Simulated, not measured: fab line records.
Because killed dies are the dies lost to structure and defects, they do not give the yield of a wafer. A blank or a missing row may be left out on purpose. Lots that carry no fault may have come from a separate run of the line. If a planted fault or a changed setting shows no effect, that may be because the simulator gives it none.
Matching of chambers -- flow n5Finfet -- rieDiel-03 running N5_BEOL_M11_ETCH_65: 4 sister chambers
The step etches SiARC in CF4, target depth 39 nm, time 65 s. 14 wafers are shown with their chamber, then 7 later ones without.

== WAFERS WITH THEIR CHAMBER ==
wafer,chamber,drypumpMotorCurrentA (A),showerheadPlenumPTorr (Torr),throttleValvePct (%)
L081.2,1,6.1,2.23,15.87
L081.3,3,6.0,2.20,15.79
L081.4,2,4.9,2.11,15.45
L084.1,0,6.7,2.16,15.70
L084.2,2,4.9,2.11,15.47
L084.4,1,6.1,2.23,15.88
L087.2,0,6.7,2.16,15.72
L087.4,2,4.9,2.10,15.49
L087.5,1,6.1,2.23,15.89
L088.3,1,6.1,2.23,15.89
L088.4,2,4.9,2.10,15.46
L088.5,0,6.7,2.16,15.71
L091.3,1,6.0,2.23,15.89
L091.4,3,5.9,2.19,15.84

SIGNATURES (means of the wafers above)
reading,chamber 0,chamber 1,chamber 2,chamber 3,scatter within a chamber
drypumpMotorCurrentA,6.700,6.080,4.900,5.950,0.0361
showerheadPlenumPTorr,2.1600,2.2300,2.1050,2.1950,0.00387
throttleValvePct,15.7100,15.8840,15.4675,15.8150,0.0163
Rule: a wafer lies at a distance from a chamber equal to the root of the sum of squares, over the readings, of (its reading less the chamber's mean, divided by the reading's scatter). If the next closest chamber is less than 2 further off than the closest, the wafer can't be placed; otherwise it belongs to the closest. How the scatter is found: for the shown wafers, subtract from each reading the mean of its chamber, square and add these, divide the total by (wafers less chambers), then take the root.

== WAFERS WITH NO CHAMBER GIVEN ==
wafer,drypumpMotorCurrentA (A),showerheadPlenumPTorr (Torr),throttleValvePct (%)
L091.5,4.9,2.10,15.50
L094.1,5.9,2.19,15.83
L094.4,4.9,2.10,15.50
L094.5,6.7,2.15,15.74
L097.1,4.9,2.10,15.51
L097.2,5.9,2.19,15.84
L097.5,4.9,2.10,15.52

== THE CHAMBER EACH PASSED THROUGH ==
wafer,from the rows above,in truth
L091.5,2,2
L094.1,3,3
L094.4,2,2
L094.5,0,0
L097.1,2,2
L097.2,3,3
L097.5,2,2
Placed correctly: 7 of 7. Can't be placed from these rows: 0. Number placed wrongly: 0.
